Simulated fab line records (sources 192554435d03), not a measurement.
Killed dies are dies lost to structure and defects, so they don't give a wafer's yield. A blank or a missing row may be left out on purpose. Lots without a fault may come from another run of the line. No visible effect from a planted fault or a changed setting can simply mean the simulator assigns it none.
Matching of chambers || flow n5Finfet || N5_BEOL_M5_PECVD_70 on pecvd-02 has 3 sister chambers
The step deposits SiO2 from TEOS/O2, target thk 16 nm, time 18 s. 3 wafers are shown with their chamber, then 11 later ones without.

## WAFERS, EACH WITH ITS CHAMBER
{"wafer": "L086.3", "chamber": 2, "throttleValvePct (%)": 22.0}
{"wafer": "L086.5", "chamber": 0, "throttleValvePct (%)": 21.7}
{"wafer": "L087.3", "chamber": 1, "throttleValvePct (%)": 20.8}

## WAFERS WHOSE CHAMBER IS MISSING
{"wafer": "L087.5", "throttleValvePct (%)": 20.7}
{"wafer": "L087.6", "throttleValvePct (%)": 21.8}
{"wafer": "L091.1", "throttleValvePct (%)": 21.8}
{"wafer": "L091.3", "throttleValvePct (%)": 22.0}
{"wafer": "L091.4", "throttleValvePct (%)": 20.3}
{"wafer": "L090.2", "throttleValvePct (%)": 21.7}
{"wafer": "L090.3", "throttleValvePct (%)": 20.2}
{"wafer": "L090.6", "throttleValvePct (%)": 21.8}
{"wafer": "L092.1", "throttleValvePct (%)": 22.0}
{"wafer": "L092.3", "throttleValvePct (%)": 21.6}
{"wafer": "L092.6", "throttleValvePct (%)": 21.8}

## WHICH CHAMBER EACH ONE RAN IN
{"wafer": "L087.5", "from the rows above": 1, "in truth": 1}
{"wafer": "L087.6", "from the rows above": "can't be placed: 0 or 2", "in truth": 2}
{"wafer": "L091.1", "from the rows above": "can't be placed: 0 or 2", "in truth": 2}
{"wafer": "L091.3", "from the rows above": "can't be placed: 2 or 0", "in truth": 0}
{"wafer": "L091.4", "from the rows above": 1, "in truth": 1}
{"wafer": "L090.2", "from the rows above": "can't be placed: 0 or 2", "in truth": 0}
{"wafer": "L090.3", "from the rows above": 1, "in truth": 1}
{"wafer": "L090.6", "from the rows above": "can't be placed: 0 or 2", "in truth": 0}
{"wafer": "L092.1", "from the rows above": "can't be placed: 2 or 0", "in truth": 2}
{"wafer": "L092.3", "from the rows above": "can't be placed: 0 or 2", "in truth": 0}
{"wafer": "L092.6", "from the rows above": "can't be placed: 0 or 2", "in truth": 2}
Correctly placed: 3 of 11. Can't be placed from these rows: 8 (the true chamber is among the candidates in 8). Number placed wrongly: 0.
How it was worked out, from the rows above alone: a wafer's distance from a chamber is the root of the sum, over the readings, of the square of ((its reading less the chamber's mean) divided by the reading's scatter). If the next closest chamber is less than 2 further off than the closest, the wafer can't be placed; otherwise it belongs to the closest. For every chamber, the mean is computed from those of its wafers that are shown. The scatter: with one shown wafer a chamber, the root of the mean of the squares of how far each hidden wafer lies from its nearest shown one.
